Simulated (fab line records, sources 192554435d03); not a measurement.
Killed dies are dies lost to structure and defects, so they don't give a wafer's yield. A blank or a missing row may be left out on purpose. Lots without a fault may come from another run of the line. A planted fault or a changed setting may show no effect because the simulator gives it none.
Chamber matching | flow n5_finfet | N5_BEOL_M8_ETCH_61 on rie_diel-04: 4 sister chambers
The step etches SiARC in CF4, target depth 45.5 nm, time 75.8 s. 14 wafers are shown with their chamber, then 7 later ones without.

WAFERS WITH THEIR CHAMBER
wafer  | chamber | throttle_valve_pct (%) | oes_product_au (a.u.) | drypump_motor_current_A (A)
L081.4 | 2       | 15.35                  | 0.74                  | 5.2
L081.5 | 2       | 15.37                  | 0.75                  | 5.1
L081.6 | 1       | 15.77                  | 0.59                  | 5.5
L083.1 | 1       | 15.78                  | 0.60                  | 5.5
L083.2 | 0       | 15.19                  | 0.68                  | 6.2
L083.4 | 2       | 15.38                  | 0.74                  | 5.1
L086.2 | 3       | 15.66                  | 0.65                  | 5.5
L086.3 | 2       | 15.37                  | 0.73                  | 5.1
L086.5 | 2       | 15.38                  | 0.74                  | 5.1
L084.1 | 1       | 15.80                  | 0.59                  | 5.4
L084.2 | 0       | 15.21                  | 0.68                  | 6.3
L084.3 | 2       | 15.38                  | 0.74                  | 5.1
L088.1 | 2       | 15.39                  | 0.73                  | 5.2
L088.3 | 0       | 15.22                  | 0.67                  | 6.3

SIGNATURES (means of the wafers above)
reading                 | chamber 0 | chamber 1 | chamber 2 | chamber 3 | scatter within a chamber
throttle_valve_pct      | 15.2067   | 15.7833   | 15.3743   | 15.6600   | 0.0138
oes_product_au          | 0.6767    | 0.5933    | 0.7386    | 0.6500    | 0.00647
drypump_motor_current_A | 6.267     | 5.467     | 5.129     | 5.500     | 0.0526
Rule: a wafer's distance from a chamber is the root of the sum, over the readings, of the square of ((its reading less the chamber's mean) divided by the reading's scatter). The wafer belongs to the nearest chamber; if the next one is less than 2 further off, it can't be placed. The scatter: the root of (the sum of the squares of (reading less its chamber's mean) over the shown wafers, divided by (wafers less chambers)).

WAFERS WITHOUT THEIR CHAMBER
wafer  | throttle_valve_pct (%) | oes_product_au (a.u.) | drypump_motor_current_A (A)
L088.4 | 15.39                  | 0.73                  | 5.1
L091.2 | 15.40                  | 0.73                  | 5.1
L091.5 | 15.38                  | 0.72                  | 5.1
L091.6 | 15.20                  | 0.67                  | 6.3
L095.1 | 15.26                  | 0.66                  | 6.2
L095.2 | 15.69                  | 0.64                  | 5.5
L095.4 | 15.25                  | 0.66                  | 6.2

WHICH CHAMBER EACH WENT THROUGH
wafer  | from the rows above | in truth
L088.4 | 2                   | 2
L091.2 | 2                   | 2
L091.5 | 2                   | 2
L091.6 | 0                   | 0
L095.1 | 0                   | 0
L095.2 | 3                   | 3
L095.4 | 0                   | 0
Placed correctly: 7 of 7. Can't be placed from these rows: 0. Placed wrongly: 0.
